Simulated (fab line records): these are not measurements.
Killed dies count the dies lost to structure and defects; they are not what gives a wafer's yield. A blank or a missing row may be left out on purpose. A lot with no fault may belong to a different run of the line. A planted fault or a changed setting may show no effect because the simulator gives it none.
Which tool is to blame? | flow nandHarc | 14 lots with 42 wafers sampled at 6 steps, on a route of 1302 steps

== WHAT THE GAUGES SHOWED, per wafer ==
NHARC_A_SOURCE_PLATE_INSPECT_08. Usual: rawDefectCount at 64, with a standard deviation of 28.
lot  | measured     | on               | rawDefectCount | flag
L523 | day 7 23:03  | defectInspect-01 | 99 63 90       | 
L529 | day 10 03:26 | defectInspect-02 | 51 37 1331     | OFF
L530 | day 10 13:12 | defectInspect-02 | 1275 59 39     | OFF
L536 | day 13 17:49 | defectInspect-02 | 49 41 34       | 
L538 | day 13 17:50 | defectInspect-01 | 73 59 58       | 
L537 | day 13 17:50 | defectInspect-02 | 71 90 77       | 
L539 | day 14 05:38 | defectInspect-02 | 54 42 49       | 
L540 | day 14 16:58 | defectInspect-01 | 62 61 63       | 
L541 | day 15 04:00 | defectInspect-01 | 40 46 61       | 
L542 | day 15 13:13 | defectInspect-02 | 114 100 120    | 
L543 | day 16 15:37 | defectInspect-02 | 41 61 42       | 
L544 | day 16 20:28 | defectInspect-02 | 48 42 69       | 
L545 | day 16 20:28 | defectInspect-02 | 61 56 54       | 
L546 | day 17 17:31 | defectInspect-02 | 76 92 89       | 

NHARC_A_ONON_D1_THK_MEAS_27: measures by ellipsometry. Usual: thkNm at 1000 nm, with a standard deviation of 10.
lot  | measured     | on           | thkNm (nm)     | flag
L523 | day 8 11:22  | filmMetro-02 | 1003 1002 1002 | 
L529 | day 10 15:38 | filmMetro-01 | 1010 1009 1009 | 
L530 | day 11 02:28 | filmMetro-02 | 1001 1000 1001 | 
L536 | day 14 06:10 | filmMetro-02 | 995 995 996    | 
L538 | day 14 06:40 | filmMetro-02 | 1008 1007 1006 | 
L537 | day 14 06:31 | filmMetro-01 | 993 993 995    | 
L539 | day 14 19:13 | filmMetro-01 | 1005 1005 1005 | 
L540 | day 15 05:22 | filmMetro-01 | 989 987 987    | 
L541 | day 15 16:22 | filmMetro-01 | 996 995 996    | 
L542 | day 16 05:29 | filmMetro-01 | 1011 1011 1012 | 
L543 | day 17 04:34 | filmMetro-02 | 988 987 985    | 
L544 | day 17 12:11 | filmMetro-01 | 1021 1021 1021 | 
L545 | day 17 12:10 | filmMetro-02 | 985 985 985    | 
L546 | day 18 05:53 | filmMetro-02 | 989 989 988    | 

NHARC_END_SORT_01. Usual: killedAtArray 54, standard deviation 18; killedAtOther 0.7, standard deviation 0.87; killedAtPeriphery 3.7, standard deviation 2.5; killedDies 59, standard deviation 19; killedOpen 3.3, standard deviation 2; killedShort 2.6, standard deviation 1.6.
lot  | measured     | on        | killedAtArray | killedAtOther | killedAtPeriphery | killedDies | killedOpen | killedShort | flag
L529 | day 27 13:27 | prober-02 | 62 64 123     | 0 0 1         | 8 11 2            | 70 75 126  | 5 4 1      | 4 4 2       | 
L530 | day 28 10:23 | prober-02 | 117 44 52     | 0 0 2         | 4 3 4             | 121 47 58  | 3 3 5      | 1 3 4       | 
L538 | day 30 22:33 | prober-02 | 46            | 0             | 3                 | 49         | 3          | 2           | 

== EACH LOT AND THE TOOL THAT RAN IT (in order: tool; ch and the chambers of the sampled wafers; start) ==
lot  | NHARC_P_BONDPAD_PVD_27                 | NHARC_P_BONDPAD_CMP_19        | NHARC_A_SOURCE_PLATE_PVD_04
L523 | pvdSputter-02, day 6 21:47 or earlier  | cmp-01 ch 0,1, day 6 21:47    | pvdSputter-01, day 7 10:34
L529 | pvdSputter-01, day 9 04:17 or earlier  | cmp-02 ch 0,2, day 9 04:17    | pvdSputter-03, day 9 14:55
L530 | pvdSputter-02, day 9 11:09 or earlier  | cmp-02 ch 1,2, day 9 11:09    | pvdSputter-03, day 9 21:25
L536 | pvdSputter-02, day 12 18:22 or earlier | cmp-02 ch 2,3, day 12 18:22   | pvdSputter-01, day 13 04:50
L538 | pvdSputter-01, day 12 18:50 or earlier | cmp-04 ch 0,1, day 12 18:50   | pvdSputter-02, day 13 04:49
L537 | pvdSputter-03, day 12 19:35 or earlier | cmp-01 ch 0,1,2, day 12 19:35 | pvdSputter-03, day 13 04:50
L539 | pvdSputter-03, day 13 04:55 or earlier | cmp-02 ch 2,3, day 13 04:55   | pvdSputter-03, day 13 15:08
L540 | pvdSputter-01, day 13 16:54 or earlier | cmp-04 ch 2,3, day 13 16:54   | pvdSputter-03, day 14 03:28
L541 | pvdSputter-02, day 14 05:23 or earlier | cmp-02 ch 0,2,3, day 14 05:23 | pvdSputter-01, day 14 15:35
L542 | pvdSputter-03, day 14 13:32 or earlier | cmp-04 ch 2,3, day 14 13:32   | pvdSputter-01, day 15 00:12
L543 | pvdSputter-01, day 15 15:59 or earlier | cmp-04 ch 0,1,3, day 15 15:59 | pvdSputter-02, day 16 02:41
L544 | pvdSputter-02, day 15 21:18 or earlier | cmp-04 ch 1,2,3, day 15 21:18 | pvdSputter-02, day 16 07:28
L545 | pvdSputter-02, day 15 22:52 or earlier | cmp-04 ch 2,3, day 15 22:52   | pvdSputter-01, day 16 07:27
L546 | pvdSputter-01, day 16 18:24 or earlier | cmp-01 ch 0,1, day 16 18:24   | pvdSputter-01, day 17 04:37
- NHARC_P_BONDPAD_PVD_27: deposits Cu, target thk 30 nm, time 20.49 s.
- NHARC_P_BONDPAD_CMP_19: polishes, t overpolish 30 s, cu recess touch 16 s, target thk 160.81 nm.
- NHARC_A_SOURCE_PLATE_PVD_04: deposits WSi2, target thk 50 nm.

== WHAT THE TOOLS THEMSELVES READ (means of the sampled wafers that have a number; where no wafer has one, the mark that the record gives instead) ==
NHARC_P_BONDPAD_PVD_27. Usual: throttleValvePct at 30.4 %, with a standard deviation of 1.2.
lot  | tool          | throttleValvePct (%) | flag
L523 | pvdSputter-02 | 31.5                 | 
L529 | pvdSputter-01 | 29.5                 | 
L530 | pvdSputter-02 | 31.0                 | 
L536 | pvdSputter-02 | 30.8                 | 
L538 | pvdSputter-01 | 29.4                 | 
L537 | pvdSputter-03 | 29.8                 | 
L539 | pvdSputter-03 | 30.3                 | 
L540 | pvdSputter-01 | 29.8                 | 
L541 | pvdSputter-02 | 31.1                 | 
L542 | pvdSputter-03 | 30.4                 | 
L543 | pvdSputter-01 | 29.8                 | 
L544 | pvdSputter-02 | 31.2                 | 
L545 | pvdSputter-02 | 31.0                 | 
L546 | pvdSputter-01 | 29.8                 | 

NHARC_P_BONDPAD_CMP_19. Usual: motorCurrentA 11.7 A, standard deviation 1.6; overpolishRunS 30.001 s, standard deviation 0.0092.
lot  | tool   | motorCurrentA (A) | overpolishRunS (s) | flag
L523 | cmp-01 | 11.5              | 30.007             | 
L529 | cmp-02 | 11.9              | 30.008             | 
L530 | cmp-02 | 11.4              | 29.995             | 
L536 | cmp-02 | 12.6              | 30.004             | 
L538 | cmp-04 | 11.2              | 29.999             | 
L537 | cmp-01 | 11.3              | 30.002             | 
L539 | cmp-02 | 12.4              | 29.990             | 
L540 | cmp-04 | 12.1              | 29.998             | 
L541 | cmp-02 | 12.5              | 30.007             | 
L542 | cmp-04 | 13.2              | 29.996             | 
L543 | cmp-04 | 12.8              | 30.007             | 
L544 | cmp-04 | 11.9              | 30.000             | 
L545 | cmp-04 | 11.7              | 30.004             | 
L546 | cmp-01 | 11.9              | 30.005             | 

== THE ANSWER, worked out from the rows above alone ==
Rule: a lot counts as off when the mean over its wafers that have a number is more than 3 standard deviations away from the usual mean. Also off: a lot with no number at a reading for which 4 or more lots have one. The other lots that the step has rows for count as sound. After the gauges, taken in route order, come the tools' own readings; for these a lot's mean is taken, as printed above. At the first step where some lot is off, the reading lying furthest off is the one used; lots without a number count as furthest.
Off: L529, L530 (NHARC_A_SOURCE_PLATE_INSPECT_08, rawDefectCount).
If a tool, at a process step before that reading, ran all the lots that are off and no sound lot after the first of them, it fits. Those tools and the gauges at NHARC_A_SOURCE_PLATE_INSPECT_08 are tried in the same way. NHARC_P_BONDPAD_PVD_27 gives no start for some lots, so the hours and the order of its lots are those of NHARC_P_BONDPAD_CMP_19. No candidate that was tried fits.

== WHAT THE SIMULATOR PUT IN ==
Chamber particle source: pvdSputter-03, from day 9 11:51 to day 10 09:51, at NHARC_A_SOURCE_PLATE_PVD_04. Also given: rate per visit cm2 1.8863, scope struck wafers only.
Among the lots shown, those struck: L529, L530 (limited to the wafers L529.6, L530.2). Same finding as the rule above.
